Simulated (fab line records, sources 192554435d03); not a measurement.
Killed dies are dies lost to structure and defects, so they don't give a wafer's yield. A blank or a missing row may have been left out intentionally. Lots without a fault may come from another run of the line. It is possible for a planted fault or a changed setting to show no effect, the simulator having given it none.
A lot that was struck, set against a sound lot | flow n5Finfet | 21 out of 1938 route steps
Sound: the wafers L707.1, L707.2, L707.5. Wafers L712.1, L712.3, L712.6 were the ones struck. The cause is given at the end.
For every step that has rows: the tool of each side, followed by ch and its chambers, followed by its first start. Under that, the readings that differ: sound wafers | struck wafers | difference of the means | sigmas: that difference in standard deviations of wafers without a fault.
alike: readings whose means differ by less than 2 such deviations, and words and numbers that are the same on both sides. not compared: withheld readings, readings that some wafer has no value for, bounds like >300 that may hide the same value, and numbers for which the record gives no deviation and whose values overlap.
Wherever a step has rows on one side only, a row that says differs or no value, or a row with sigmas, the two part there. Non-overlapping numbers with no deviation appear without sigmas and do not part them. Lack of a reading on every wafer of one side parts them only where that side has two or more wafers.

first, 9 steps without rows for these wafers: N5_BEOL_M3_CO_CAP_55 (material Co, precursor CCTBA/H2, target thk 2 nm, time 102.1 s); N5_BEOL_M3_PRE_CLEAN_56 (time 15 s); N5_BEOL_M3_DEP_57 (deposits SiCN from 3MS/NH3, target thk 8 nm, time 14 s); N5_BEOL_M4_ILD_DEP_00 (deposits SiOC from DEMS/O2, target thk 79 nm, time 15.3 s); N5_BEOL_M4_PECVD_72 (deposits SiO2 from TEOS/O2, target thk 16 nm, time 18 s); N5_BEOL_M4_HM_DEP_02 (deposits TiN, target thk 20 nm); N5_BEOL_M4_COAT_61 (time 60 s, resist thk 60 nm); N5_BEOL_M4_COAT_62 (time 60 s, resist thk 12 nm); N5_BEOL_M4_COAT_73 (time 60 s, resist thk 5 nm).
N5_BEOL_M4_COAT_05: resist thk 30 nm.
  sound on lithoTrack-05 ch 0, day 8 09:50; struck on lithoTrack-05 ch 0, day 9 12:00
reading                                     | sound                | struck               | difference | sigmas
spinSpeedRpm (rpm)                          | 1500.3 1499.4 1500.8 | 1370.6 1371.5 1370.9 | -129.2     | -99 or more
model.CAR-EUV_of_BEOL_M4_COAT_05.thkNm (nm) | 29.8 29.8 29.8       | 31.4 31.4 31.4       | +1.6       | 
  alike: dispensePressureKPa
then, 7 steps without rows for these wafers: N5_BEOL_M4_EBR_07; N5_BEOL_M4_SOFTBAKE_06 (time 60 s); N5_BEOL_M4_EXPOSE_08 (exposes mask M4); N5_BEOL_M4_PEB_09 (peb time 60 s); N5_BEOL_M4_DEVELOP_10 (develop time 30 s); N5_BEOL_M4_DESCUM_16 (chemistry O2, time 7 s); N5_BEOL_M4_ETCH_74 (etches underlayer in N2/H2, target depth 6.5 nm, time 5.2 s).
N5_BEOL_M4_ETCH_63: etches SiARC in CF4, target depth 15.6 nm, time 26 s.
  sound on rieDiel-04 ch 1,2, day 8 10:24; struck on rieDiel-03 ch 0,1,3, day 9 12:34
reading                                     | sound    | struck         | difference | sigmas
model.CAR-EUV_of_BEOL_M4_COAT_05.thkNm (nm) | 11 11 11 | 12.6 12.6 12.6 | +1.6       | 
  alike: drypumpMotorCurrentA, etchRfOnTimeS, oesProductAu, rfVppV, showerheadPlenumPTorr, throttleValvePct
  not compared: rfHoursCounterH
then, 1 step without rows for these wafers: N5_BEOL_M4_ETCH_64 (etches SOC in N2/H2, target depth 75 nm, overetch 22.5 nm, time 121.9 s).
N5_BEOL_M4_RC_MEAS_101:
  sound on prober-02 ch 0, day 8 17:53; struck on prober-02 ch 0, day 9 20:17
  alike: DIBL_N, DIBL_P, IOFF_N, IOFF_P, ION_N, ION_P, SS_N, SS_P, VT_N, VT_P
next, for these wafers, 1 step has no rows: N5_PASSIVATION_PROBE_49.

WHERE THEY PART
N5_BEOL_M4_COAT_05 only, going by this record. Later steps at which nothing parts them and some readings are alike: N5_BEOL_M4_ETCH_63, N5_BEOL_M4_RC_MEAS_101.

WHY: what had been put in by the simulator
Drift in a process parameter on lithoTrack-05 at N5_BEOL_M4_COAT_05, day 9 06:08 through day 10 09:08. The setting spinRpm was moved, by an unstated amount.
